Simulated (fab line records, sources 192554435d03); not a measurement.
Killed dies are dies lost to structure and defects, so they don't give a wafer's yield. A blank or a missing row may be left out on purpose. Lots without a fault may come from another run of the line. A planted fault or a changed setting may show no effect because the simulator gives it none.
Which tool did it? | flow n5_finfet | 24 lots, 72 wafers sampled, at 5 steps of a route of 1938

WHAT THE GAUGES READ, wafer by wafer
N5_BEOL_M2_CD_MEAS_28: target cd 26.2 nm, target cd y 24.1 nm. Usual: cd_nm 26.25 nm, standard deviation 0.26.
lot  | measured     | on        | cd_nm (nm)        | flag
L074 | day 6 22:07  | cd_sem-02 | 26.41 25.95 26.20 |
L077 | day 7 07:26  | cd_sem-03 | 26.44 26.04 26.13 |
L076 | day 7 09:01  | cd_sem-03 | 26.36 26.55 25.85 |
L075 | day 7 10:47  | cd_sem-01 | 26.21 26.45 26.51 |
L078 | day 7 12:09  | cd_sem-02 | 26.46 26.40 26.01 |
L080 | day 8 00:52  | cd_sem-01 | 26.42 26.40 26.32 |
L079 | day 8 01:13  | cd_sem-02 | 26.40 26.16 26.27 |
L081 | day 8 06:38  | cd_sem-02 | 26.42 26.22 26.26 |
L082 | day 8 14:23  | cd_sem-03 | 26.51 26.62 26.61 |
L083 | day 9 01:37  | cd_sem-01 | 26.65 26.31 26.05 |
L085 | day 9 16:40  | cd_sem-01 | 25.45 25.95 25.86 |
L086 | day 10 00:29 | cd_sem-02 | 26.24 26.25 26.38 |
L084 | day 10 04:37 | cd_sem-03 | 25.97 26.25 26.00 |
L087 | day 10 05:01 | cd_sem-02 | 26.21 26.05 26.30 |
L088 | day 10 05:47 | cd_sem-02 | 26.51 26.17 26.19 |
L090 | day 10 11:27 | cd_sem-03 | 26.32 26.23 26.13 |
L089 | day 10 14:13 | cd_sem-02 | 26.14 25.77 26.35 |
L091 | day 10 20:25 | cd_sem-02 | 26.41 25.81 25.96 |
L092 | day 11 07:12 | cd_sem-03 | 26.00 26.13 25.89 |
L093 | day 11 07:29 | cd_sem-02 | 26.50 26.50 26.18 |
L094 | day 11 14:43 | cd_sem-03 | 26.31 26.54 26.36 |
L095 | day 11 23:10 | cd_sem-01 | 26.13 25.78 26.06 |
L096 | day 11 23:28 | cd_sem-02 | 27.01 26.42 26.05 |
L097 | day 12 13:12 | cd_sem-01 | 26.19 26.22 26.07 |

N5_BEOL_M3_THK_MEAS_01. Usual: M3_ILD_THK 79.0 nm, standard deviation 1.1.
lot  | measured     | on            | M3_ILD_THK (nm) | flag
L074 | day 7 03:04  | film_metro-01 | 78.8 79.1 80.8  |
L077 | day 7 18:12  | film_metro-01 | 78.2 80.7 79.6  |
L076 | day 7 21:56  | film_metro-01 | 78.2 78.8 79.8  |
L075 | day 7 23:16  | film_metro-01 | 77.5 79.5 80.0  |
L078 | day 8 00:36  | film_metro-01 | 78.8 79.7 80.4  |
L080 | day 8 05:34  | film_metro-02 | 78.8 79.7 79.6  |
L079 | day 8 06:47  | film_metro-01 | 78.8 80.4 79.0  |
L081 | day 8 13:14  | film_metro-01 | 78.2 79.3 79.9  |
L082 | day 8 21:58  | film_metro-01 | 78.0 79.3 80.9  |
L083 | day 9 08:30  | film_metro-02 | 80.1 79.0 78.7  |
L085 | day 10 00:10 | film_metro-01 | 77.8 79.7 79.0  |
L086 | day 10 09:26 | film_metro-01 | 77.8 78.9 80.4  |
L084 | day 10 10:22 | film_metro-02 | 78.7 78.9 78.9  |
L087 | day 10 12:42 | film_metro-01 | 78.6 77.9 79.4  |
L088 | day 10 13:02 | film_metro-02 | 78.5 79.3 79.7  |
L090 | day 10 19:11 | film_metro-02 | 77.3 79.4 79.3  |
L089 | day 10 22:20 | film_metro-01 | 78.7 80.8 79.7  |
L091 | day 11 06:59 | film_metro-01 | 78.6 78.2 79.3  |
L092 | day 11 15:10 | film_metro-01 | 78.9 79.3 80.0  |
L093 | day 12 03:22 | film_metro-01 | 77.9 79.0 79.3  |
L094 | day 12 06:30 | film_metro-01 | 80.0 78.4 79.9  |
L095 | day 12 08:26 | film_metro-02 | 79.4 79.4 78.7  |
L096 | day 12 11:57 | film_metro-01 | 76.2 76.7 77.8  |
L097 | day 12 19:13 | film_metro-01 | 80.0 80.1 79.1  |

WHICH TOOL RAN EACH LOT (tool, then ch and the chambers of the sampled wafers, then the start)
lot  | N5_BEOL_M2_ETCHBACK_99             | N5_BEOL_M2_ANNEAL_82         | N5_BEOL_M2_CO_CAP_55
L074 | rie_diel-04 ch 0,1,3, day 6 22:38  | pvd_sputter-01, day 7 00:22  | cvd_co-02 ch 0,1,2, day 7 02:44
L077 | rie_diel-05 ch 0,3, day 7 13:55    | pvd_sputter-02, day 7 15:38  | cvd_co-02 ch 1,2, day 7 17:46
L076 | rie_diel-02 ch 0,1,3, day 7 16:41  | pvd_sputter-01, day 7 19:13  | cvd_co-02 ch 0,2, day 7 21:37
L075 | rie_diel-05 ch 1,3, day 7 16:44    | pvd_sputter-03, day 7 20:47  | cvd_co-01 ch 0,1,2, day 7 22:58
L078 | rie_diel-02 ch 1,2, day 7 20:01    | pvd_sputter-02, day 7 22:11  | cvd_co-02 ch 0,1,2, day 8 00:17
L080 | rie_diel-02 ch 0,2,3, day 8 01:15  | pvd_sputter-01, day 8 03:08  | cvd_co-01 ch 0,2, day 8 05:15
L079 | rie_diel-02 ch 2,3, day 8 01:38    | pvd_sputter-02, day 8 03:50  | cvd_co-02 ch 0,1,2, day 8 06:28
L081 | rie_diel-05 ch 0,3, day 8 08:31    | pvd_sputter-02, day 8 10:49  | cvd_co-02 ch 0,1,2, day 8 12:56
L082 | rie_diel-02 ch 1,2, day 8 16:08    | pvd_sputter-03, day 8 19:32  | cvd_co-01 ch 0,2, day 8 21:39
L083 | rie_diel-04 ch 1,2,3, day 9 04:02  | pvd_sputter-02, day 9 06:05  | cvd_co-02 ch 1,2, day 9 08:11
L085 | rie_diel-02 ch 1,2,3, day 9 19:00  | pvd_sputter-01, day 9 21:44  | cvd_co-01 ch 0,1, day 9 23:51
L086 | rie_diel-02 ch 0,1,2, day 10 05:06 | pvd_sputter-03, day 10 06:58 | cvd_co-01 ch 0,1,2, day 10 09:05
L084 | rie_diel-02 ch 0,1,3, day 10 06:08 | pvd_sputter-02, day 10 07:55 | cvd_co-01 ch 0,1,2, day 10 10:02
L087 | rie_diel-05 ch 2,3, day 10 08:23   | pvd_sputter-01, day 10 10:11 | cvd_co-01 ch 0,2, day 10 12:22
L088 | rie_diel-02 ch 2,3, day 10 08:30   | pvd_sputter-02, day 10 10:35 | cvd_co-02 ch 0,1, day 10 12:41
L090 | rie_diel-04 ch 0,1,2, day 10 14:32 | pvd_sputter-01, day 10 16:45 | cvd_co-02 ch 1,2, day 10 18:52
L089 | rie_diel-02 ch 1,2,3, day 10 17:37 | pvd_sputter-01, day 10 19:55 | cvd_co-01 ch 1,2, day 10 22:01
L091 | rie_diel-04 ch 0,2,3, day 11 01:31 | pvd_sputter-02, day 11 04:34 | cvd_co-02 ch 0,1, day 11 06:40
L092 | rie_diel-05 ch 0,1,3, day 11 08:56 | pvd_sputter-01, day 11 12:45 | cvd_co-01 ch 0,1, day 11 14:52
L093 | rie_diel-02 ch 0,1,3, day 11 21:38 | pvd_sputter-02, day 12 00:55 | cvd_co-02 ch 0,1,2, day 12 03:01
L094 | rie_diel-04 ch 2,3, day 12 01:47   | pvd_sputter-03, day 12 04:05 | cvd_co-02 ch 0,1,2, day 12 06:13
L095 | rie_diel-04 ch 2,3, day 12 02:19   | pvd_sputter-03, day 12 05:55 | cvd_co-01 ch 1,2, day 12 08:06
L096 | rie_diel-02 ch 1,2,3, day 12 07:06 | pvd_sputter-02, day 12 09:31 | cvd_co-02 ch 1,2, day 12 11:37
L097 | rie_diel-02 ch 0,2,3, day 12 13:39 | pvd_sputter-02, day 12 16:46 | cvd_co-01 ch 0,1,2, day 12 18:54
- N5_BEOL_M2_ETCHBACK_99: etches SiO2 in CHF3, target depth 5 nm, time 10.4 s.
- N5_BEOL_M2_ANNEAL_82: time 240 s.
- N5_BEOL_M2_CO_CAP_55: material Co, precursor CCTBA/H2, target thk 2 nm, time 102.1 s.

WHAT THE TOOLS THEMSELVES READ (means of the sampled wafers that have a number; where no wafer has one, the mark that the record gives instead)
N5_BEOL_M2_ETCHBACK_99. Usual: CHF3_flow_sccm 11.99 sccm, standard deviation 0.033; drypump_motor_current_A 5.5 A, standard deviation 0.38; oes_product_au 0.77 a.u., standard deviation 0.081; rf_vpp_V 240 V, standard deviation 3.8; showerhead_plenum_p_Torr 2.15 Torr, standard deviation 0.079; throttle_valve_pct 17.05 %, standard deviation 0.19.
lot  | tool        | CHF3_flow_sccm (sccm) | drypump_motor_current_A (A) | oes_product_au (a.u.) | rf_vpp_V (V) | showerhead_plenum_p_Torr (Torr) | throttle_valve_pct (%) | flag
L074 | rie_diel-04 | 11.98                 | 5.6                         | 0.72                  | 241          | 2.11                            | 17.20                  |
L077 | rie_diel-05 | 11.98                 | 5.4                         | 0.88                  | 242          | 2.25                            | 16.78                  |
L076 | rie_diel-02 | 12.02                 | 5.3                         | 0.83                  | 240          | 2.15                            | 16.93                  |
L075 | rie_diel-05 | 11.95                 | 5.6                         | 0.80                  | 245          | 2.14                            | 17.12                  |
L078 | rie_diel-02 | 12.00                 | 5.6                         | 0.77                  | 236          | 2.22                            | 17.10                  |
L080 | rie_diel-02 | 12.04                 | 5.6                         | 0.77                  | 239          | 2.16                            | 17.09                  |
L079 | rie_diel-02 | 11.99                 | 5.7                         | 0.78                  | 237          | 2.22                            | 17.13                  |
L081 | rie_diel-05 | 11.99                 | 5.5                         | 0.86                  | 241          | 2.25                            | 16.80                  |
L082 | rie_diel-02 | 12.00                 | 5.3                         | 0.82                  | 236          | 2.21                            | 16.95                  |
L083 | rie_diel-04 | 12.01                 | 5.2                         | 0.75                  | 243          | 2.12                            | 17.12                  |
L085 | rie_diel-02 | 12.01                 | 5.4                         | 0.81                  | 236          | 2.20                            | 17.00                  |
L086 | rie_diel-02 | 12.01                 | 5.5                         | 0.74                  | 238          | 2.16                            | 17.10                  |
L084 | rie_diel-02 | 12.01                 | 5.4                         | 0.80                  | 240          | 2.14                            | 16.96                  |
L087 | rie_diel-05 | 11.98                 | 5.8                         | 0.75                  | 243          | 2.24                            | 17.01                  |
L088 | rie_diel-02 | 12.00                 | 5.5                         | 0.81                  | 238          | 2.19                            | 17.04                  |
L090 | rie_diel-04 | 11.97                 | 5.3                         | 0.75                  | 240          | 2.12                            | 17.20                  |
L089 | rie_diel-02 | 11.99                 | 5.4                         | 0.80                  | 237          | 2.20                            | 17.04                  |
L091 | rie_diel-04 | 12.00                 | 5.4                         | 0.74                  | 242          | 2.05                            | 17.10                  |
L092 | rie_diel-05 | 12.01                 | 5.4                         | 0.78                  | 242          | 2.16                            | 16.95                  |
L093 | rie_diel-02 | 11.95                 | 5.3                         | 0.79                  | 239          | 2.14                            | 17.00                  |
L094 | rie_diel-04 | 12.01                 | 5.3                         | 0.73                  | 245          | 2.05                            | 17.06                  |
L095 | rie_diel-04 | 11.98                 | 5.3                         | 0.73                  | 246          | 2.05                            | 17.06                  |
L096 | rie_diel-02 | 11.96                 | 5.4                         | 0.78                  | 237          | 2.19                            | 17.05                  |
L097 | rie_diel-02 | 11.98                 | 5.6                         | 0.74                  | 239          | 2.14                            | 17.17                  |

N5_BEOL_M2_ANNEAL_82. Usual: heater_power_w 870 W, standard deviation 140.
lot  | tool           | heater_power_w (W) | flag
L074 | pvd_sputter-01 | 792                |
L077 | pvd_sputter-02 | 910                |
L076 | pvd_sputter-01 | 805                |
L075 | pvd_sputter-03 | 739                |
L078 | pvd_sputter-02 | 923                |
L080 | pvd_sputter-01 | 753                |
L079 | pvd_sputter-02 | 917                |
L081 | pvd_sputter-02 | 893                |
L082 | pvd_sputter-03 | 1057               |
L083 | pvd_sputter-02 | 1013               |
L085 | pvd_sputter-01 | 846                |
L086 | pvd_sputter-03 | 762                |
L084 | pvd_sputter-02 | 873                |
L087 | pvd_sputter-01 | 794                |
L088 | pvd_sputter-02 | 884                |
L090 | pvd_sputter-01 | 839                |
L089 | pvd_sputter-01 | 755                |
L091 | pvd_sputter-02 | 984                |
L092 | pvd_sputter-01 | 834                |
L093 | pvd_sputter-02 | 869                |
L094 | pvd_sputter-03 | 941                |
L095 | pvd_sputter-03 | 885                |
L096 | pvd_sputter-02 | 865                |
L097 | pvd_sputter-02 | 870                |

N5_BEOL_M2_CO_CAP_55. Usual: heater_power_outer_w 119 W, standard deviation 16; heater_power_w 234 W, standard deviation 32.
lot  | tool      | heater_power_outer_w (W) | heater_power_w (W) | flag
L074 | cvd_co-02 | 117                      | 231                |
L077 | cvd_co-02 | 116                      | 223                |
L076 | cvd_co-02 | 118                      | 242                |
L075 | cvd_co-01 | 120                      | 234                |
L078 | cvd_co-02 | 117                      | 236                |
L080 | cvd_co-01 | 118                      | 233                |
L079 | cvd_co-02 | 117                      | 237                |
L081 | cvd_co-02 | 117                      | 234                |
L082 | cvd_co-01 | 134                      | 261                |
L083 | cvd_co-02 | 117                      | 225                |
L085 | cvd_co-01 | 137                      | 261                |
L086 | cvd_co-01 | 121                      | 234                |
L084 | cvd_co-01 | 122                      | 233                |
L087 | cvd_co-01 | 115                      | 229                |
L088 | cvd_co-02 | 123                      | 247                |
L090 | cvd_co-02 | 116                      | 225                |
L089 | cvd_co-01 | 106                      | 203                |
L091 | cvd_co-02 | 124                      | 238                |
L092 | cvd_co-01 | 126                      | 233                |
L093 | cvd_co-02 | 118                      | 233                |
L094 | cvd_co-02 | 116                      | 232                |
L095 | cvd_co-01 | 106                      | 201                |
L096 | cvd_co-02 | 110                      | 223                |
L097 | cvd_co-01 | 122                      | 237                |

THE ANSWER, worked out from the rows above alone
Rule: a lot is off if the mean of its wafers that have a number lies more than 3 standard deviations from the usual mean. A lot without any number at a reading at which 4 lots or more have one is off too. The other lots that the step has rows for count as sound. The gauges are gone through in route order, then the tools' own readings, and for those a lot's mean is taken as printed above. The first step at which some lot is off is used, and at that step the reading that is off furthest; a lot without a number counts as furthest.
No lot is off at any reading shown: from this, nothing can be told.

WHAT THE SIMULATOR HAD PUT IN
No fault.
